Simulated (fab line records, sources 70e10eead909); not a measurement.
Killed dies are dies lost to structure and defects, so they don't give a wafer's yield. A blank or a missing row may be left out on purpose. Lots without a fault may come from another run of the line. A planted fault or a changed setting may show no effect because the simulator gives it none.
Chamber matching | flow nand_harc | NHARC_THIN_TSV_DEP_47 on pecvd-01: 3 sister chambers
The step deposits SiO2, target thk 200 nm. 3 wafers are shown with their chamber, then 7 later ones without.

WAFERS WITH THEIR CHAMBER
wafer  | chamber | throttle_valve_pct (%)
L732.3 | 1       | 16.0
L741.1 | 0       | 16.2
L741.2 | 2       | 16.2

WAFERS WITHOUT THEIR CHAMBER
wafer  | throttle_valve_pct (%)
L741.6 | 16.3
L739.1 | 16.3
L739.3 | 16.4
L739.5 | 16.4
L746.4 | 16.5
L746.5 | 16.4
L746.6 | 16.4

WHICH CHAMBER EACH WENT THROUGH
wafer  | from the rows above          | in truth
L741.6 | can't be placed: 0 or 2 or 1 | 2
L739.1 | can't be placed: 0 or 2 or 1 | 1
L739.3 | can't be placed: 0 or 2 or 1 | 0
L739.5 | can't be placed: 0 or 2 or 1 | 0
L746.4 | can't be placed: 0 or 2 or 1 | 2
L746.5 | can't be placed: 0 or 2 or 1 | 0
L746.6 | can't be placed: 0 or 2 or 1 | 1
Placed correctly: 0 of 7. Can't be placed from these rows: 7 (the true chamber is among the candidates in 7). Placed wrongly: 0.
How it was worked out, from the rows above alone: a wafer's distance from a chamber is the root of the sum, over the readings, of the square of ((its reading less the chamber's mean) divided by the reading's scatter). The wafer belongs to the nearest chamber; if the next one is less than 2 further off, it can't be placed. A chamber's mean is the mean of its shown wafers. The scatter: with one shown wafer a chamber, the root of the mean of the squares of how far each hidden wafer lies from its nearest shown one.
